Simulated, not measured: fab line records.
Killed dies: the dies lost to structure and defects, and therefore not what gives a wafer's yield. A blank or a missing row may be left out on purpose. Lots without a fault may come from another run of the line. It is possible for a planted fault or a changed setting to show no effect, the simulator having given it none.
Chamber matching :: flow nand harc :: rie diel-11 running NHARC_P_ZERO_WELL_DESCUM_39: 4 sister chambers
The step chemistry O2, time 3 s. 4 wafers are shown with their chamber, then 9 later ones without.

## EACH WAFER AND ITS CHAMBER
wafer: L232.6
chamber: 2
drypump motor current A (A): 5.4

wafer: L236.1
chamber: 1
drypump motor current A (A): 5.8

wafer: L236.2
chamber: 3
drypump motor current A (A): 5.1

wafer: L236.4
chamber: 0
drypump motor current A (A): 5.7

## WAFERS WITH NO CHAMBER GIVEN
wafer: L239.1
drypump motor current A (A): 5.4

wafer: L239.2
drypump motor current A (A): 5.8

wafer: L239.6
drypump motor current A (A): 5.4

wafer: L240.1
drypump motor current A (A): 5.8

wafer: L240.2
drypump motor current A (A): 5.7

wafer: L240.5
drypump motor current A (A): 5.8

wafer: L241.1
drypump motor current A (A): 5.1

wafer: L241.3
drypump motor current A (A): 5.9

wafer: L241.4
drypump motor current A (A): 5.3

## WHICH CHAMBER EACH ONE RAN IN
wafer: L239.1
from the rows above: 2
in truth: 2

wafer: L239.2
from the rows above: 1
in truth: 1

wafer: L239.6
from the rows above: 2
in truth: 2

wafer: L240.1
from the rows above: 1
in truth: 1

wafer: L240.2
from the rows above: 0
in truth: 0

wafer: L240.5
from the rows above: 1
in truth: 1

wafer: L241.1
from the rows above: 3
in truth: 3

wafer: L241.3
from the rows above: 1
in truth: 1

wafer: L241.4
from the rows above: 2
in truth: 2
Correct placement for 9 of the 9. Not placeable from these rows: 0. Placed wrongly: 0.
How it was worked out, from the rows above alone: a wafer's distance from a chamber is the root of the sum, over the readings, of the square of ((its reading less the chamber's mean) divided by the reading's scatter). If the next closest chamber is less than 2 further off than the closest, the wafer can't be placed; otherwise it belongs to the closest. For every chamber, the mean is computed from those of its wafers that are shown. The scatter: with one shown wafer a chamber, the root of the mean of the squares of how far each hidden wafer lies from its nearest shown one.
